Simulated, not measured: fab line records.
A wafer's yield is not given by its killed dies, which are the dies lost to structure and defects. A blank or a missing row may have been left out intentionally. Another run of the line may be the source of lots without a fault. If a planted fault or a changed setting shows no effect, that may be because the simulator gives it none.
What tool caused it? ; flow n5-finfet ; 21 wafers from 8 lots sampled at 7 of the route's 1938 steps

## WHAT THE GAUGES SHOWED, per wafer
N5_GATE_CUT_THK_MEAS_24. Usual: GC_FILL_THK typically reads 219.8 nm, with standard deviation 2.3.
lot;measured;on;GC_FILL_THK (nm);flag
L717;day 5 07:56;film-metro-02;217.2 218.5 217.0;
L721;day 6 08:53;film-metro-02;219.8 219.5 221.1;
L726;day 7 13:59;film-metro-02;129.7 216.7;OFF
L729;day 8 06:53;film-metro-02;129.8 217.2;OFF
L730;day 8 15:59;film-metro-02;131.5 219.3;OFF
L732;day 9 01:53;film-metro-01;218.2 219.4 219.7;
L733;day 9 13:31;film-metro-02;218.7 221.4 220.5;
L734;day 9 20:34;film-metro-02;222.0 221.1 222.8;

N5_BEOL_M4_RC_MEAS_101. Usual: DIBL_N 36.1 mV/V, standard deviation 1.6; DIBL_P 35.7 mV/V, standard deviation 1.8; IOFF_N 0.159 nA/um, standard deviation 0.027; IOFF_P 0.21 nA/um, standard deviation 0.03; ION_N 673 uA/um, standard deviation 10; ION_P 462 uA/um, standard deviation 7.4; SS_N 71.4 mV/dec, standard deviation 0.56; SS_P 73.2 mV/dec, standard deviation 0.61; VT_N 249.7 mV, standard deviation 3; VT_P -250 mV, standard deviation 3.1.
lot;measured;on;DIBL_N (mV/V);DIBL_P (mV/V);IOFF_N (nA/um);IOFF_P (nA/um);ION_N (uA/um);ION_P (uA/um);SS_N (mV/dec);SS_P (mV/dec);VT_N (mV);VT_P (mV);flag
L717;day 8 15:06;prober-02;33.5 35.2 37.1;30.8 33.0 34.6;0.133 0.156 0.187;0.20 0.23 0.26;683 686 677;480 476 471;70.9 70.7 72.3;72.1 72.6 73.4;249.5 249.5 245.7;-248 -246 -244;
L721;day 9 07:34;prober-01;38.1 35.9 37.8;35.7 33.7 36.1;0.166 0.131 0.174;0.20 0.18 0.21;666 671 684;453 460 466;71.7 71.0 72.0;73.3 72.3 73.2;248.8 252.3 247.9;-252 -249 -250;
L726;day 10 21:25;prober-01;38.7 36.6;37.3 34.5;0.185 0.151;0.24 0.19;683 654;466 450;71.8 71.3;73.4 73.6;248.5 253.6;-250 -251;
L729;day 11 15:17;prober-01;39.8 38.0;39.4 36.1;0.213 0.174;0.26 0.19;686 683;463 456;72.4 71.9;75.0 73.5;248.3 248.9;-249 -253;
L730;day 11 16:13;prober-02;35.4 37.2;35.9 38.5;0.151 0.198;0.22 0.26;681 694;466 471;71.7 71.3;73.7 72.9;250.4 244.0;-246 -246;
L732;day 12 17:29;prober-01;35.4 38.7 39.3;35.2 38.5 38.7;0.131 0.195 0.200;0.18 0.23 0.23;675 679 686;462 463 466;70.7 71.5 71.9;72.7 74.0 74.1;249.4 246.7 248.2;-251 -249 -246;
L733;day 12 18:56;prober-02;37.5 34.7 36.6;34.8 31.6 34.2;0.156 0.118 0.154;0.19 0.15 0.19;660 643 677;450 447 460;71.6 71.4 70.9;73.1 72.4 73.1;251.8 254.1 250.6;-251 -255 -256;
L734;day 13 17:08;prober-01;34.9 35.7 36.4;34.5 36.9 37.7;0.122 0.148 0.163;0.17 0.21 0.21;666 683 683;455 467 465;71.1 70.8 71.6;73.3 73.6 73.8;253.6 250.6 250.1;-252 -250 -251;

## WHAT TOOL EACH LOT RAN ON (gives the tool, then ch and the chambers of the sampled wafers, and finally the start)
lot;N5_GATE_CUT_HM_DEP_46;N5_GATE_CUT_ETCH_28;N5_GATE_CUT_HM_OPEN_40;N5_GATE_CUT_ETCH_19;N5_GATE_CUT_VAPOR_ETCH_48
L717;pecvd-03 ch 0,2, day 5 04:44;rie-diel-04 ch 0,1,2, day 5 05:21;rie-diel-04 ch 0,1,2, day 5 05:29;rie-diel-04 ch 0,1,2, day 5 05:36;rie-metal-02 ch 0,1, day 5 05:53
L721;pecvd-03 ch 0,1, day 6 05:40;rie-diel-02 ch 1,2, day 6 06:17;rie-diel-02 ch 1,2, day 6 06:25;rie-diel-02 ch 1,2, day 6 06:32;rie-metal-03 ch 0,1, day 6 06:50
L726;pecvd-03 ch 0,2, day 7 10:25;rie-diel-04 ch 1,3, day 7 11:21;rie-diel-04 ch 1,3, day 7 11:29;rie-diel-04 ch 1,3, day 7 11:36;rie-metal-03 ch 0,1, day 7 11:53
L729;pecvd-03 ch 1,2, day 8 03:26;rie-diel-04 ch 3, day 8 04:19;rie-diel-04 ch 3, day 8 04:26;rie-diel-04 ch 3, day 8 04:34;rie-metal-03 ch 0,1, day 8 04:51
L730;pecvd-03 ch 0,2, day 8 11:47;rie-diel-04 ch 0,3, day 8 12:19;rie-diel-04 ch 0,3, day 8 12:28;rie-diel-04 ch 0,3, day 8 12:35;rie-metal-02 ch 0,1, day 8 12:52
L732;pecvd-02 ch 0,1, day 8 22:32;rie-diel-02 ch 1,2, day 8 23:02;rie-diel-02 ch 1,2, day 8 23:10;rie-diel-02 ch 1,2, day 8 23:17;rie-metal-03 ch 1, day 8 23:46
L733;pecvd-02 ch 0,2, day 9 09:21;rie-diel-05 ch 2,3, day 9 10:14;rie-diel-05 ch 2,3, day 9 10:22;rie-diel-05 ch 2,3, day 9 10:29;rie-metal-02 ch 0,1, day 9 10:47
L734;pecvd-02 ch 0,1,2, day 9 17:29;rie-diel-04 ch 0,1,2, day 9 17:58;rie-diel-04 ch 0,1,2, day 9 18:06;rie-diel-04 ch 0,1,2, day 9 18:13;rie-metal-03 ch 0,1, day 9 18:31
- N5_GATE_CUT_HM_DEP_46: deposits SiO2 from TEOS/O2, target thk 130 nm, time 26.6 s.
- N5_GATE_CUT_ETCH_28: etches underlayer in N2/H2, target depth 13 nm, time 10.4 s.
- N5_GATE_CUT_HM_OPEN_40: chemistry C4F6/O2, target SiO2, target depth 139 nm, time 85.1 s.
- N5_GATE_CUT_ETCH_19: etches SiNx in CH3F/O2, target depth 53.7 nm, time 76.7 s.
- N5_GATE_CUT_VAPOR_ETCH_48: etches TiN in BCl3/Cl2.

## AS READ BY THE TOOLS THEMSELVES (means over the sampled wafers that have a number; for cases with no such wafer, the mark the record gives instead)
N5_GATE_CUT_HM_DEP_46. Usual: heater-power-w 518 W, standard deviation 60; showerhead-plenum-p-Torr 8.34 Torr, standard deviation 0.032; susceptor-temp-C 399.94 C, standard deviation 0.21; throttle-valve-pct 18.2 %, standard deviation 0.87.
lot;tool;heater-power-w (W);showerhead-plenum-p-Torr (Torr);susceptor-temp-C (C);throttle-valve-pct (%);flag
L717;pecvd-03;524;8.32;400.05;18.0;
L721;pecvd-03;505;8.34;400.08;18.9;
L726;pecvd-03;562;8.32;400.12;18.4;
L729;pecvd-03;512;8.32;399.77;17.8;
L730;pecvd-03;524;8.30;400.21;18.2;
L732;pecvd-02;551;8.33;399.88;18.7;
L733;pecvd-02;569;8.33;399.81;17.7;
L734;pecvd-02;535;8.34;399.83;18.2;

N5_GATE_CUT_ETCH_28. Usual: value, then standard deviation, for each; drypump-motor-current-A 5.5 A / 0.38; etch-rf-on-time-s 10.44 s / 0.25; n2-flow-sccm 200.0 sccm / 0.61; oes-product-au 0.66 a.u. / 0.07; rf-vpp-V 524.8 V / 2.2; showerhead-plenum-p-Torr 2.58 Torr / 0.077; throttle-valve-pct 18.00 % / 0.25.
lot;tool;drypump-motor-current-A (A);etch-rf-on-time-s (s);n2-flow-sccm (sccm);oes-product-au (a.u.);rf-vpp-V (V);showerhead-plenum-p-Torr (Torr);throttle-valve-pct (%);flag
L717;rie-diel-04;5.2;10.67;199.7;0.62;527.4;2.63;17.90;
L721;rie-diel-02;5.9;10.26;199.9;0.73;525.6;2.61;18.04;
L726;rie-diel-04;5.2;10.79;199.6;0.61;524.9;2.58;18.05;
L729;rie-diel-04;5.4;10.52;200.4;0.57;522.5;2.53;18.27;
L730;rie-diel-04;5.5;10.54;199.8;0.60;524.2;2.58;17.98;
L732;rie-diel-02;5.8;10.31;200.5;0.68;526.3;2.63;17.97;
L733;rie-diel-05;5.6;10.52;200.5;0.63;521.0;2.43;17.96;
L734;rie-diel-04;5.1;10.63;199.9;0.67;526.6;2.62;17.81;

N5_GATE_CUT_HM_OPEN_40. Usual: drypump-motor-current-A 5.5 A, standard deviation 0.38; etch-rf-on-time-s 93.8 s, standard deviation 2.3; oes-product-au 0.70 a.u., standard deviation 0.073; rf-vpp-V 673 V, standard deviation 15; showerhead-plenum-p-Torr 2.89 Torr, standard deviation 0.088; throttle-valve-pct 21.08 %, standard deviation 0.19.
lot;tool;drypump-motor-current-A (A);etch-rf-on-time-s (s);oes-product-au (a.u.);rf-vpp-V (V);showerhead-plenum-p-Torr (Torr);throttle-valve-pct (%);flag
L717;rie-diel-04;5.2;95.0;0.66;684;2.96;21.05;
L721;rie-diel-02;5.9;91.6;0.77;677;2.93;21.18;
L726;rie-diel-04;5.2;61.9;0.65;678;2.88;21.08;OFF
L729;rie-diel-04;5.4;61.8;0.61;676;2.80;21.17;OFF
L730;rie-diel-04;5.5;61.7;0.64;682;2.88;20.98;OFF
L732;rie-diel-02;5.9;90.5;0.72;686;2.94;21.11;
L733;rie-diel-05;5.5;96.1;0.66;646;2.72;21.04;
L734;rie-diel-04;5.2;97.3;0.72;683;2.94;20.98;

N5_GATE_CUT_ETCH_19. Usual: drypump-motor-current-A 5.5 A, standard deviation 0.38; etch-rf-on-time-s 76.9 s, standard deviation 1.4; oes-product-au 0.66 a.u., standard deviation 0.069; rf-vpp-V 301 V, standard deviation 6.8; showerhead-plenum-p-Torr 2.03 Torr, standard deviation 0.064; throttle-valve-pct 16.47 %, standard deviation 0.18.
lot;tool;drypump-motor-current-A (A);etch-rf-on-time-s (s);oes-product-au (a.u.);rf-vpp-V (V);showerhead-plenum-p-Torr (Torr);throttle-valve-pct (%);flag
L717;rie-diel-04;5.2;78.2;0.63;305;2.08;16.47;
L721;rie-diel-02;6.0;75.9;0.73;302;2.06;16.52;
L726;rie-diel-04;5.2;78.5;0.61;304;2.02;16.52;
L729;rie-diel-04;5.4;78.0;0.57;302;1.96;16.65;
L730;rie-diel-04;5.4;77.2;0.60;306;2.02;16.45;
L732;rie-diel-02;5.8;75.2;0.68;307;2.07;16.47;
L733;rie-diel-05;5.5;77.9;0.63;290;1.91;16.48;
L734;rie-diel-04;5.1;78.0;0.67;306;2.07;16.37;

N5_GATE_CUT_VAPOR_ETCH_48. Usual: drypump-motor-current-A 5.6 A, standard deviation 0.35; he-backside-leak-sccm 3.41 sccm, standard deviation 0.16; oes-product-au 0.68 a.u., standard deviation 0.11.
lot;tool;drypump-motor-current-A (A);he-backside-leak-sccm (sccm);oes-product-au (a.u.);flag
L717;rie-metal-02;5.6;3.41;0.61;
L721;rie-metal-03;5.8;3.42;0.64;
L726;rie-metal-03;5.7;3.19;0.64;
L729;rie-metal-03;5.7;3.52;0.64;
L730;rie-metal-02;5.6;3.49;0.80;
L732;rie-metal-03;5.3;3.43;0.60;
L733;rie-metal-02;5.6;3.30;0.83;
L734;rie-metal-03;5.6;3.55;0.62;

## THE ANSWER, worked out from the rows above alone
Rule: take the mean of a lot's wafers that have a number; if it is more than 3 standard deviations from the usual mean, the lot is off. A lot without any number at a reading at which 4 lots or more have one is off too. All remaining lots with rows at the step are treated as sound. Order of review: gauges by route order, followed by the tools' own readings, for which a lot's mean as printed above is used. The first step at which some lot is off is used, and at that step the reading that is off furthest; a lot without a number counts as furthest.
Off: L726, L729, L730, seen at N5_GATE_CUT_THK_MEAS_24 (GC_FILL_THK).
If a tool, at a process step before that reading, ran all the lots that are off and no sound lot after the first of them, it fits. The gauges at N5_GATE_CUT_THK_MEAS_24 aren't tried: what is off there is off at N5_GATE_CUT_HM_OPEN_40 too, on other tools, and a gauge's error can't cause that. One candidate fits, namely pecvd-03 at N5_GATE_CUT_HM_DEP_46. Its last sound lot is L721 (day 6 05:40), its first lot that is off L726 (day 7 10:25): a fault that began between those two fits.

## WHAT HAD BEEN PUT IN BY THE SIMULATOR
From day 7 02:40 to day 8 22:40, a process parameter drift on pecvd-03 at N5_GATE_CUT_HM_DEP_46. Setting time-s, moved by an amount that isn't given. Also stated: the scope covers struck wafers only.
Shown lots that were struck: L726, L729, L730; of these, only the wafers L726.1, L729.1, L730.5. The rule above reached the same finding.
